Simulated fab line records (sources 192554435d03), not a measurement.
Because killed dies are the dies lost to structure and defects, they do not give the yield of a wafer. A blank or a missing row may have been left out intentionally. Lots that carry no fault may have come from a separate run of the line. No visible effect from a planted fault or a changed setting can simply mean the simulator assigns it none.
Split-lot study + flow n5 finfet + 21 wafers read from 7 lots, route of 1938 steps

== ABOUT THE SPLIT ==
At N5_BEOL_M3_COAT_62 (time 60 s, resist thk 12 nm), the setting spin rpm was moved away from the recipe's 1500 rpm on 4 of the 21 wafers read, by -5.5% to +10.9%. This setting was run at the recipe's value on the other wafers.

== FROM THE SPLIT TO THE READING: what the file shows between them, 5 steps ==
- N5_BEOL_M3_COAT_73: time 60 s, resist thk 5 nm (also split here: spin rpm)
- N5_BEOL_M3_COAT_05: resist thk 30 nm
- N5_BEOL_M3_EBR_07
- N5_BEOL_M3_DESCUM_16: chemistry O2, time 7 s
- N5_BEOL_M3_ETCH_74: etches underlayer in N2/H2, target depth 6.5 nm, time 5.2 s

== THE READING ==
etch.depth nm (the simulator's own value, which no gauge read), in nm, at N5_BEOL_M3_ETCH_63 (etches SiARC in CF4, target depth 15.6 nm, time 26 s). The file does not state a usual value for it. Average 11.99 nm, standard deviation 0.029 nm, over the 17 wafers here run with the recipe.

| wafer  | tool, chamber at the split | spin rpm as run, rpm | against the recipe | etch.depth nm, nm | against lot-mates on the recipe |
|--------|----------------------------|----------------------|--------------------|-------------------|---------------------------------|
| L076.1 | litho track-03, 0          | 1500                 | recipe             | 12.02             | -                               |
| L076.4 | litho track-03, 0          | 1500                 | recipe             | 12.03             | -                               |
| L076.5 | litho track-03, 0          | 1500                 | recipe             | 12                | -                               |
| L077.1 | litho track-01, 0          | 1418                 | -5.5%              | 12.38             | +0.43                           |
| L077.2 | litho track-01, 0          | 1418                 | -5.5%              | 12.31             | +0.36                           |
| L077.4 | litho track-01, 0          | 1500                 | recipe             | 11.95             | -                               |
| L079.3 | litho track-04, 0          | 1500                 | recipe             | 11.99             | -                               |
| L079.4 | litho track-04, 0          | 1500                 | recipe             | 12.02             | -                               |
| L079.5 | litho track-04, 0          | 1500                 | recipe             | 11.98             | -                               |
| L089.2 | litho track-04, 0          | 1500                 | recipe             | 11.95             | -                               |
| L089.3 | litho track-04, 0          | 1500                 | recipe             | 11.97             | -                               |
| L089.6 | litho track-04, 0          | 1500                 | recipe             | 11.95             | -                               |
| L090.1 | litho track-04, 0          | 1663                 | +10.9%             | 11.4              | -0.63                           |
| L090.4 | litho track-04, 0          | 1500                 | recipe             | 12.04             | -                               |
| L090.5 | litho track-04, 0          | 1500                 | recipe             | 12.03             | -                               |
| L091.3 | litho track-03, 0          | 1500                 | recipe             | 11.96             | -                               |
| L091.5 | litho track-03, 0          | 1500                 | recipe             | 11.97             | -                               |
| L091.6 | litho track-03, 0          | 1500                 | recipe             | 11.98             | -                               |
| L093.1 | litho track-04, 0          | 1500                 | recipe             | 11.97             | -                               |
| L093.2 | litho track-04, 0          | 1500                 | recipe             | 11.98             | -                               |
| L093.3 | litho track-04, 0          | 1549                 | +3.3%              | 11.82             | -0.16                           |

THE FIT
A straight line over all 21 wafers: etch.depth nm changes by -0.0576 nm for each +1% of spin rpm; r = -0.98; the points scatter about the line by 0.034 nm.
The same after taking each lot's own level away (the mean of its wafers on the recipe; 21 wafers): -0.0624 nm for each +1%; r = -0.99; scatter 0.026 nm.
That fit puts the effect of the largest move of spin rpm on the reading at 0.68 nm.
Measured against the standard deviation above, the lots' own levels, which go from 11.950 to 12.035 nm, span 2.9 times it.
The two slopes are in agreement: the lot-to-lot level therefore moves the slope only a little.
Check: with one of the wafers moved furthest among these (+10.9%) left out of the fit, the line predicts -0.732 nm for it against its lot-mates. It came out at -0.635 nm against them.

== THESE WAFERS: OTHER SPLITS ==
Other splits were also applied to these wafers ahead of the reading. Each is held against what the fit with the lots' levels taken away leaves over:
| other split on the same wafers       | wafers away from the commonest value | r with etch.depth nm (lot level and that fit taken away) |
|--------------------------------------|--------------------------------------|----------------------------------------------------------|
| N5_MOL_CONTACT_COAG_COAT_63 spin rpm | 10                                   | -0.37                                                    |
| N5_BEOL_M0_SAQP_PECVD_96 time s      | 5                                    | -0.37                                                    |
| N5_BEOL_M0_SAQP_EXPOSE_11 dose mj    | 10                                   | +0.21                                                    |
| N5_BEOL_M0_SAQP_ETCH_107 bias w      | 6                                    | -0.30                                                    |
| N5_BEOL_M2_DESCUM_33 time s          | 7                                    | +0.18                                                    |
| N5_BEOL_M2_TRENCH_ETCH_37 source w   | 7                                    | -0.33                                                    |
| N5_BEOL_M3_COAT_73 spin rpm          | 7                                    | +0.16                                                    |

== THE WHOLE CHAIN: every reading that the file lists as answering this split, in the file's order ==
| step               | what it does                                         | reading                                                                            | change (the file's fit)                | r (the file's) |
|--------------------|------------------------------------------------------|------------------------------------------------------------------------------------|----------------------------------------|----------------|
| N5_BEOL_M3_COAT_62 | time 60 s, resist thk 12 nm                          | SiARC_of_BEOL_M3_COAT_62.thk nm (the simulator's own value, which no gauge read)   | -0.059 nm for each +1% of the setting  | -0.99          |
| N5_BEOL_M3_ETCH_63 | etches SiARC in CF4, target depth 15.6 nm, time 26 s | CAR-EUV_of_BEOL_M3_COAT_05.thk nm (the simulator's own value, which no gauge read) | +0.0576 nm for each +1% of the setting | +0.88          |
| N5_BEOL_M3_ETCH_63 | etches SiARC in CF4, target depth 15.6 nm, time 26 s | etch.depth nm (the simulator's own value, which no gauge read)                     | -0.0602 nm for each +1% of the setting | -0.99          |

== FILE'S OWN FIT ==
etch.depth nm changes by -0.0602 nm for each +1% of spin rpm, r = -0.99.
